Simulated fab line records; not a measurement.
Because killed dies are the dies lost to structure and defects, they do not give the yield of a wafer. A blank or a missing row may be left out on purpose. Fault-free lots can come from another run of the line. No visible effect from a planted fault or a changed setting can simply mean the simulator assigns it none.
Split-lot experiment + flow n5_finfet + 21 wafers read across 7 lots, on a route 1938 steps long

ABOUT THE SPLIT
At N5_BEOL_M0_SAQP_DESCUM_45 (chemistry O2, time 7 s), the setting time_s was moved away from the recipe's 7 s on 7 of the 21 wafers read, by -8.9% to +20.4%. For the rest of the wafers, this setting stayed at what the recipe calls for.

Reading taken at the split's own step.

THE READING
CAR-EUV_of_BEOL_M0_SAQP_COAT_34.thk_nm (the simulator's own value, which no gauge read), in nm, at N5_BEOL_M0_SAQP_DESCUM_45 (chemistry O2, time 7 s). There is no usual value for it anywhere in the file. The 14 wafers here that ran the recipe average 26.1 nm, standard deviation 0.12 nm.

| wafer  | tool, chamber at the split | time_s as run, s | against the recipe | CAR-EUV_of_BEOL_M0_SAQP_COAT_34.thk_nm, nm | against lot-mates on the recipe |
|--------|----------------------------|------------------|--------------------|--------------------------------------------|---------------------------------|
| L075.1 | rie_diel-04, 2,3           | 7                | recipe             | 26                                         | -                               |
| L075.3 | rie_diel-04, 2,3           | 7                | recipe             | 26                                         | -                               |
| L075.6 | rie_diel-04, 0             | 7.728            | +10.4%             | 25.6                                       | -0.4                            |
| L076.4 | rie_diel-02, 1,2           | 8.429            | +20.4%             | 25.6                                       | -0.6                            |
| L076.6 | rie_diel-02, 1,2           | 8.429            | +20.4%             | 25.6                                       | -0.6                            |
| L076.5 | rie_diel-02, 3             | 7                | recipe             | 26.2                                       | -                               |
| L078.2 | rie_diel-06, 3             | 7                | recipe             | 26                                         | -                               |
| L078.3 | rie_diel-06, 2             | 6.377            | -8.9%              | 26.4                                       | +0.4                            |
| L078.5 | rie_diel-06, 3             | 6.377            | -8.9%              | 26.2                                       | +0.2                            |
| L082.1 | rie_diel-02, 2,0,3         | 7                | recipe             | 26.2                                       | -                               |
| L082.3 | rie_diel-02, 2,0,3         | 7                | recipe             | 26.2                                       | -                               |
| L082.4 | rie_diel-02, 2,0,3         | 7                | recipe             | 26.2                                       | -                               |
| L083.2 | rie_diel-02, 1,0           | 7                | recipe             | 26                                         | -                               |
| L083.6 | rie_diel-02, 1,0           | 7                | recipe             | 26                                         | -                               |
| L083.4 | rie_diel-02, 3             | 7                | recipe             | 26.2                                       | -                               |
| L087.3 | rie_diel-06, 0             | 7                | recipe             | 26                                         | -                               |
| L087.6 | rie_diel-06, 0             | 7                | recipe             | 26                                         | -                               |
| L087.5 | rie_diel-06, 2             | 7.434            | +6.2%              | 25.8                                       | -0.2                            |
| L089.2 | rie_diel-02, 2             | 7                | recipe             | 26                                         | -                               |
| L089.3 | rie_diel-02, 0             | 7                | recipe             | 25.8                                       | -                               |
| L089.6 | rie_diel-02, 1             | 8.264            | +18.1%             | 25.2                                       | -0.7                            |
The file does not say which wafer passed through which chamber wherever a row lists several chambers: such a row stands for several wafers.

THE FIT
A straight line over all 21 wafers: CAR-EUV_of_BEOL_M0_SAQP_COAT_34.thk_nm changes by -0.0301 nm for each +1% of time_s; r = -0.87; the points scatter about the line by 0.14 nm.
The same after taking each lot's own level away (the mean of its wafers on the recipe; 21 wafers): -0.0327 nm for each +1%; r = -0.97; scatter 0.069 nm.
According to that fit, moving time_s by its largest amount changes the reading by 0.67 nm.
Across the lots, their own levels run from 25.90 to 26.20 nm, a range of 2.5 times the standard deviation given above.
The two slopes agree, so the slope changes little with the lot-to-lot level.
Check: with one of the wafers moved furthest among these (+20.4%) left out of the fit, the line predicts -0.695 nm for it against its lot-mates. It came out at -0.6 nm against them.

FURTHER SPLITS ON THESE WAFERS
These wafers also went through other splits before the reading. Each is held against what the fit with the lots' levels taken away leaves over:
| other split on the same wafers        | wafers away from the commonest value | r with CAR-EUV_of_BEOL_M0_SAQP_COAT_34.thk_nm (lot level and that fit taken away) |
|---------------------------------------|--------------------------------------|-----------------------------------------------------------------------------------|
| N5_HKMG_FIN_COAT_66 spin_rpm          | 8                                    | +0.00                                                                             |
| N5_GATE_CUT_EXPOSE_10 dose_mj         | 4                                    | +0.19                                                                             |
| N5_GATE_CUT_DESCUM_18 time_s          | 11                                   | +0.03                                                                             |
| N5_MOL_CONTACT_COAG_COAT_64 spin_rpm  | 5                                    | -0.17                                                                             |
| N5_MOL_CONTACT_COAG_EXPOSE_37 dose_mj | 7                                    | +0.12                                                                             |

FILE'S OWN FIT
CAR-EUV_of_BEOL_M0_SAQP_COAT_34.thk_nm changes by -0.034 nm for each +1% of time_s, r = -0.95.
